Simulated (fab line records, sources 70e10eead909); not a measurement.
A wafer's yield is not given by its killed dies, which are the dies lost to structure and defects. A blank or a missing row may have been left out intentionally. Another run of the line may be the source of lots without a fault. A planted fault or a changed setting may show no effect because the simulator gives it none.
Which tool is to blame? ; flow nandHarc ; 24 lots, 72 wafers sampled, at 6 steps of a route of 1302

## WHAT THE GAUGES READ, wafer by wafer
Not one reading of a measure or inspect step in the record can be checked against a usual standard deviation.

## WHICH TOOL RAN EACH LOT (tool, then ch and the chambers of the sampled wafers, then the start)
lot;NHARC_A_STAIRCASE_ETCH_225;NHARC_A_STAIRCASE_DEP_259;NHARC_A_STAIRCASE_STRIP_274;NHARC_A_STAIRCASE_ETCH_452;NHARC_A_STAIRCASE_ALD_420;NHARC_A_STAIRCASE_DEP_151
L074;rieDiel-12 ch 1,2, day 16 01:10 or earlier;pecvd-02 ch 1,2, day 16 01:10;rieDiel-13 ch 0,1,3, day 17 04:32 or earlier;rieDiel-09 ch 0,1, day 17 04:32 or earlier;aldHk-02 ch 0,2, day 17 04:32;pecvd-03 ch 0,1,2, day 17 12:44
L075;rieDiel-09 ch 0,1,2, day 16 15:41 or earlier;pecvd-01 ch 0,1, day 16 15:41;rieDiel-12 ch 1,2,3, day 17 13:58 or earlier;rieDiel-12 ch 0,1,3, day 17 13:58 or earlier;aldHk-02 ch 0,1,3, day 17 13:58;pecvd-01 ch 0,1, day 17 22:07
L077;rieDiel-09 ch 0,3, day 17 07:26 or earlier;pecvd-01 ch 1,2, day 17 07:26;rieDiel-13 ch 0,1,3, day 18 06:44 or earlier;rieDiel-13 ch 0,1,3, day 18 06:44 or earlier;aldHk-04 ch 1,3, day 18 06:44;pecvd-01 ch 0,1,2, day 18 14:58
L078;rieDiel-13 ch 0,1,3, day 17 07:27 or earlier;pecvd-02 ch 0,2, day 17 07:27;rieDiel-09 ch 0,2,3, day 18 03:00 or earlier;rieDiel-09 ch 0,3, day 18 03:00 or earlier;aldHk-03 ch 1,3, day 18 03:00;pecvd-01 ch 0,1,2, day 18 11:13
L076;rieDiel-09 ch 0,1,2, day 18 07:54 or earlier;pecvd-01 ch 0,1,2, day 18 07:54;rieDiel-12 ch 0,2,3, day 19 06:05 or earlier;rieDiel-13 ch 0,2,3, day 19 06:05 or earlier;aldHk-02 ch 0,1,3, day 19 06:05;pecvd-01 ch 0,1,2, day 19 14:14
L079;rieDiel-13 ch 0,1, day 18 11:44 or earlier;pecvd-01 ch 1,2, day 18 11:44;rieDiel-09 ch 0,2,3, day 19 09:37 or earlier;rieDiel-12 ch 2,3, day 19 09:37 or earlier;aldHk-03 ch 0,3, day 19 09:37;pecvd-03 ch 0,2, day 19 17:40
L080;rieDiel-13 ch 0,2, day 18 15:53 or earlier;pecvd-03 ch 0,1, day 18 15:53;rieDiel-12 ch 1,2, day 19 16:31 or earlier;rieDiel-09 ch 1,3, day 19 16:31 or earlier;aldHk-02 ch 0,2,3, day 19 16:31;pecvd-02 ch 1,2, day 20 01:06
L081;rieDiel-13 ch 1,3, day 19 11:50 or earlier;pecvd-01 ch 0,1, day 19 11:50;rieDiel-13 ch 1,2, day 20 08:27 or earlier;rieDiel-13 ch 0,3, day 20 08:27 or earlier;aldHk-03 ch 1,2, day 20 08:27;pecvd-01 ch 1,2, day 20 16:38
L082;rieDiel-09 ch 0,2,3, day 19 13:40 or earlier;pecvd-01 ch 0,1,2, day 19 13:40;rieDiel-13 ch 0,1,3, day 20 12:21 or earlier;rieDiel-13 ch 1,3, day 20 12:21 or earlier;aldHk-04 ch 0,1,2, day 20 12:21;pecvd-03 ch 0,1,2, day 20 20:56
L083;rieDiel-13 ch 1,2, day 20 02:41 or earlier;pecvd-03 ch 0,1,2, day 20 02:41;rieDiel-12 ch 0,1,2, day 21 05:26 or earlier;rieDiel-09 ch 1,2,3, day 21 05:26 or earlier;aldHk-02 ch 0,1,3, day 21 05:26;pecvd-02 ch 0,1, day 21 13:23
L085;rieDiel-13 ch 0,2,3, day 20 20:40 or earlier;pecvd-01 ch 1,2, day 20 20:40;rieDiel-09 ch 0,2,3, day 21 22:21 or earlier;rieDiel-12 ch 0,1,3, day 21 22:21 or earlier;aldHk-03 ch 0,1, day 21 22:21;pecvd-01 ch 0,1,2, day 22 07:22
L084;rieDiel-12 ch 2,3, day 20 21:38 or earlier;pecvd-01 ch 1,2, day 20 21:38;rieDiel-13 ch 1,2,3, day 22 01:20 or earlier;rieDiel-13 ch 0,1,3, day 22 01:20 or earlier;aldHk-03 ch 0,3, day 22 01:20;pecvd-03 ch 0,1, day 22 07:22
L086;rieDiel-09 ch 0,2,3, day 21 14:50 or earlier;pecvd-02 ch 0,1, day 21 14:50;rieDiel-13 ch 2,3, day 21 18:02;rieDiel-13 ch 0,2, day 22 13:07 or earlier;aldHk-04 ch 1,2,3, day 22 13:07;pecvd-01 ch 0,2, day 22 23:01
L087;rieDiel-13 ch 1,2,3, day 21 23:25 or earlier;pecvd-03 ch 0,2, day 21 23:25;rieDiel-13 ch 0,2,3, day 22 20:26 or earlier;rieDiel-12 ch 0,1,2, day 22 20:26 or earlier;aldHk-04 ch 0,1,2, day 22 20:26;pecvd-03 ch 0,1, day 23 06:08
L089;rieDiel-09 ch 1,2,3, day 22 17:39 or earlier;pecvd-03 ch 0,2, day 22 17:39;rieDiel-12 ch 0,2,3, day 23 15:07 or earlier;rieDiel-12 ch 0,1,2, day 23 15:07 or earlier;aldHk-03 ch 1,2,3, day 23 15:07;pecvd-01 ch 0,2, day 23 23:14
L088;rieDiel-13 ch 0,1,3, day 22 20:21 or earlier;pecvd-02 ch 0,1,2, day 22 20:21;rieDiel-12 ch 0,1,3, day 23 18:59 or earlier;rieDiel-13 ch 0,2,3, day 23 18:59 or earlier;aldHk-02 ch 0,1,2, day 23 18:59;pecvd-02 ch 0,2, day 24 02:59
L090;rieDiel-13 ch 1,2,3, day 23 17:17 or earlier;pecvd-03 ch 0,1,2, day 23 17:17;rieDiel-13 ch 1,2,3, day 24 17:01 or earlier;rieDiel-09 ch 1,2,3, day 24 17:01 or earlier;aldHk-04 ch 0,3, day 24 17:01;pecvd-03 ch 0,1,2, day 25 01:14
L091;rieDiel-12 ch 0,2,3, day 23 15:56 or earlier;pecvd-01 ch 0,1,2, day 23 15:56;rieDiel-09 ch 0,2,3, day 24 16:51 or earlier;rieDiel-13 ch 0,1,2, day 24 16:51 or earlier;aldHk-02 ch 1,2,3, day 24 16:51;pecvd-02 ch 0,2, day 25 01:05
L092;rieDiel-12 ch 0,1,2, day 24 07:11 or earlier;pecvd-02 ch 1,2, day 24 07:11;rieDiel-09 ch 1,2,3, day 25 05:50 or earlier;rieDiel-09 ch 0,2,3, day 25 05:50 or earlier;aldHk-03 ch 1,2,3, day 25 05:50;pecvd-03 ch 0,2, day 25 14:02
L095;rieDiel-12 ch 1,2,3, day 24 20:20 or earlier;pecvd-02 ch 2, day 24 20:20;rieDiel-12 ch 0,2, day 25 19:47 or earlier;rieDiel-13 ch 1,2, day 25 19:47 or earlier;aldHk-03 ch 1,2, day 25 19:47;pecvd-02 ch 0,1,2, day 26 03:40
L094;rieDiel-12 ch 1,2, day 25 01:05 or earlier;pecvd-01 ch 0,1,2, day 25 01:05;rieDiel-12 ch 2,3, day 25 19:56 or earlier;rieDiel-12 ch 1,2,3, day 25 19:56 or earlier;aldHk-04 ch 1,2,3, day 25 19:56;pecvd-03 ch 0,1, day 26 03:46
L093;rieDiel-12 ch 1,2, day 25 07:58 or earlier;pecvd-01 ch 0,1, day 25 07:58;rieDiel-13 ch 1,2,3, day 26 10:28 or earlier;rieDiel-09 ch 0,1,2, day 26 10:28 or earlier;aldHk-03 ch 1,2, day 26 10:28;pecvd-02 ch 0,1,2, day 26 18:46
L096;rieDiel-09 ch 1,2, day 25 11:29 or earlier;pecvd-03 ch 0,2, day 25 11:29;rieDiel-12 ch 0,1,2, day 26 10:28 or earlier;rieDiel-09 ch 1,2,3, day 26 10:28 or earlier;aldHk-02 ch 2,3, day 26 10:28;pecvd-01 ch 0,1, day 26 18:49
L097;rieDiel-12 ch 1,2,3, day 25 22:13 or earlier;pecvd-01 ch 0,2, day 25 22:13;rieDiel-13 ch 1,3, day 26 17:14 or earlier;rieDiel-12 ch 1,3, day 26 17:14 or earlier;aldHk-03 ch 1,2, day 26 17:14;pecvd-01 ch 0,2, day 27 02:35
- NHARC_A_STAIRCASE_ETCH_225: etches the open film in C4F8/O2, target depth 100 nm, time 40.5 s.
- NHARC_A_STAIRCASE_DEP_259: deposits SiON, target thk 30 nm.
- NHARC_A_STAIRCASE_STRIP_274: strips in O2.
- NHARC_A_STAIRCASE_ETCH_452: etches the open film in CF4/O2, target depth 30 nm, overetch 3 nm, time 16.5 s.
- NHARC_A_STAIRCASE_ALD_420: deposits SiO2, target thk 20 nm, pulse time 6 s, ald cycles 200.
- NHARC_A_STAIRCASE_DEP_151: deposits SiO2, target thk 7200 nm.

## AS READ BY THE TOOLS THEMSELVES (means over the sampled wafers that have a number; for cases with no such wafer, the mark the record gives instead)
NHARC_A_STAIRCASE_ETCH_225.
lot;tool;biasW (W);oesProductAu (a.u.);rfVppV (V)
L074;rieDiel-12;1003.7;0.930;893
L075;rieDiel-09;996.5;0.930;893
L077;rieDiel-09;1000.3;0.939;897
L078;rieDiel-13;1000.4;0.956;895
L076;rieDiel-09;998.9;0.949;893
L079;rieDiel-13;998.4;0.950;893
L080;rieDiel-13;998.8;0.939;890
L081;rieDiel-13;999.5;0.943;896
L082;rieDiel-09;1001.4;0.945;897
L083;rieDiel-13;1000.0;0.944;893
L085;rieDiel-13;998.8;0.946;893
L084;rieDiel-12;998.5;0.944;898
L086;rieDiel-09;1000.9;0.945;897
L087;rieDiel-13;1000.0;0.952;895
L089;rieDiel-09;997.1;0.944;901
L088;rieDiel-13;999.1;0.940;894
L090;rieDiel-13;1000.7;0.945;895
L091;rieDiel-12;1001.9;0.945;899
L092;rieDiel-12;1000.7;0.951;896
L095;rieDiel-12;999.8;0.946;894
L094;rieDiel-12;995.6;0.946;891
L093;rieDiel-12;1000.0;0.947;891
L096;rieDiel-09;998.3;0.929;903
L097;rieDiel-12;1001.3;0.939;896

NHARC_A_STAIRCASE_DEP_259.
lot;tool;heaterPowerW (W)
L074;pecvd-02;686
L075;pecvd-01;791
L077;pecvd-01;891
L078;pecvd-02;889
L076;pecvd-01;845
L079;pecvd-01;890
L080;pecvd-03;808
L081;pecvd-01;760
L082;pecvd-01;846
L083;pecvd-03;683
L085;pecvd-01;995
L084;pecvd-01;905
L086;pecvd-02;715
L087;pecvd-03;673
L089;pecvd-03;673
L088;pecvd-02;783
L090;pecvd-03;756
L091;pecvd-01;797
L092;pecvd-02;793
L095;pecvd-02;841
L094;pecvd-01;816
L093;pecvd-01;887
L096;pecvd-03;590
L097;pecvd-01;872

NHARC_A_STAIRCASE_STRIP_274.
lot;tool;drypumpMotorCurrentA (A);oesProductAu (a.u.);rfVppV (V);showerheadPlenumPTorr (Torr);throttleValvePct (%)
L074;rieDiel-13;5.5;1.003;57.3;3.51;17.035
L075;rieDiel-12;5.8;0.999;57.9;3.53;17.043
L077;rieDiel-13;5.6;1.010;57.2;3.50;17.039
L078;rieDiel-09;5.8;1.001;57.9;3.58;17.036
L076;rieDiel-12;5.9;0.999;58.0;3.45;17.025
L079;rieDiel-09;5.8;1.002;58.3;3.58;17.034
L080;rieDiel-12;5.3;0.999;57.3;3.44;17.037
L081;rieDiel-13;5.6;1.000;56.9;3.41;17.033
L082;rieDiel-13;5.6;1.002;58.1;3.49;17.025
L083;rieDiel-12;5.4;1.009;57.2;3.55;17.035
L085;rieDiel-09;5.8;1.000;57.5;3.57;17.040
L084;rieDiel-13;5.3;0.999;57.7;3.49;17.041
L086;rieDiel-13;5.2;1.007;57.6;3.55;17.034
L087;rieDiel-13;5.7;1.002;57.6;3.44;17.040
L089;rieDiel-12;5.9;1.009;57.1;3.62;17.047
L088;rieDiel-12;5.4;1.000;58.3;3.65;17.033
L090;rieDiel-13;5.3;1.003;57.4;3.48;17.035
L091;rieDiel-09;5.8;1.004;58.0;3.56;17.042
L092;rieDiel-09;5.9;0.999;58.3;3.66;17.038
L095;rieDiel-12;5.5;1.003;58.6;3.64;17.042
L094;rieDiel-12;6.4;1.002;58.1;3.58;17.038
L093;rieDiel-13;5.3;1.006;58.3;3.47;17.032
L096;rieDiel-12;5.4;1.006;58.3;3.53;17.036
L097;rieDiel-13;5.1;0.998;57.8;3.57;17.025

NHARC_A_STAIRCASE_ETCH_452.
lot;tool;biasW (W);drypumpMotorCurrentA (A);oesProductAu (a.u.);rfVppV (V);showerheadPlenumPTorr (Torr);throttleValvePct (%)
L074;rieDiel-09;100.16;5.3;1.006;197.2;1.30;13.394
L075;rieDiel-12;100.09;5.4;1.004;197.7;1.32;13.404
L077;rieDiel-13;99.86;5.5;1.007;196.9;1.33;13.401
L078;rieDiel-09;100.08;6.1;1.006;199.0;1.37;13.404
L076;rieDiel-13;99.88;5.7;1.000;197.0;1.31;13.396
L079;rieDiel-12;100.09;6.3;0.999;197.7;1.36;13.395
L080;rieDiel-09;99.95;5.8;1.004;195.9;1.28;13.403
L081;rieDiel-13;99.92;5.5;1.006;197.7;1.34;13.396
L082;rieDiel-13;100.13;5.1;1.001;198.1;1.34;13.401
L083;rieDiel-09;100.15;5.9;1.003;196.7;1.32;13.396
L085;rieDiel-12;99.96;5.3;1.004;198.5;1.39;13.398
L084;rieDiel-13;99.75;5.5;0.999;197.8;1.32;13.397
L086;rieDiel-13;99.82;6.2;1.009;196.1;1.26;13.392
L087;rieDiel-12;100.15;5.4;0.999;196.6;1.34;13.409
L089;rieDiel-12;100.24;5.4;0.999;197.9;1.34;13.397
L088;rieDiel-13;99.60;5.7;0.992;197.4;1.30;13.393
L090;rieDiel-09;100.07;5.9;1.002;198.2;1.39;13.399
L091;rieDiel-13;99.96;5.8;0.996;197.3;1.28;13.397
L092;rieDiel-09;100.18;5.8;0.993;197.4;1.34;13.408
L095;rieDiel-13;99.92;5.5;1.011;196.4;1.28;13.391
L094;rieDiel-12;99.92;5.8;1.003;197.8;1.32;13.398
L093;rieDiel-09;99.95;5.5;1.003;198.5;1.36;13.389
L096;rieDiel-09;100.00;5.9;1.000;198.8;1.38;13.398
L097;rieDiel-12;100.21;5.3;0.993;197.3;1.33;13.394

NHARC_A_STAIRCASE_ALD_420.
lot;tool;heaterPowerW (W);precursorPulseHeightRel
L074;aldHk-02;470;1.012
L075;aldHk-02;472;1.015
L077;aldHk-04;518;0.988
L078;aldHk-03;504;0.985
L076;aldHk-02;469;1.004
L079;aldHk-03;456;1.020
L080;aldHk-02;470;0.995
L081;aldHk-03;425;0.999
L082;aldHk-04;471;0.986
L083;aldHk-02;469;1.002
L085;aldHk-03;420;0.992
L084;aldHk-03;510;1.007
L086;aldHk-04;499;1.005
L087;aldHk-04;476;1.017
L089;aldHk-03;467;0.992
L088;aldHk-02;457;1.015
L090;aldHk-04;413;0.995
L091;aldHk-02;445;0.980
L092;aldHk-03;464;0.996
L095;aldHk-03;403;0.988
L094;aldHk-04;491;0.992
L093;aldHk-03;413;0.970
L096;aldHk-02;452;0.993
L097;aldHk-03;431;0.987

NHARC_A_STAIRCASE_DEP_151.
lot;tool;heaterPowerW (W)
L074;pecvd-03;660
L075;pecvd-01;721
L077;pecvd-01;738
L078;pecvd-01;738
L076;pecvd-01;794
L079;pecvd-03;527
L080;pecvd-02;675
L081;pecvd-01;803
L082;pecvd-03;593
L083;pecvd-02;608
L085;pecvd-01;714
L084;pecvd-03;565
L086;pecvd-01;705
L087;pecvd-03;612
L089;pecvd-01;670
L088;pecvd-02;774
L090;pecvd-03;568
L091;pecvd-02;794
L092;pecvd-03;550
L095;pecvd-02;625
L094;pecvd-03;648
L093;pecvd-02;675
L096;pecvd-01;713
L097;pecvd-01;726

## THE ANSWER, worked out from the rows above alone
Rule: what is usual is taken from the lots themselves. The widest of any qualifying gaps counts: lots, ordered by their means at a reading, are off when they make up no more than a third of the lots, leave a main group of 4 or more, and stand apart from it by 3 or more times the standard deviation of that group's means. If all means in a main group match to the digits the tables above print for the reading, that group is not used. Also off: a lot with no number at a reading for which 4 or more lots have one. Where the step has rows for the other lots, those lots are counted as sound. First the gauges in route order, then the tools' own readings, where a lot's mean is used as printed above. The first step at which some lot is off is used, and at that step the reading that is off furthest; a lot without a number counts as furthest.
Nothing can be told from this: no lot is off at any reading shown.

## WHAT THE SIMULATOR PUT IN
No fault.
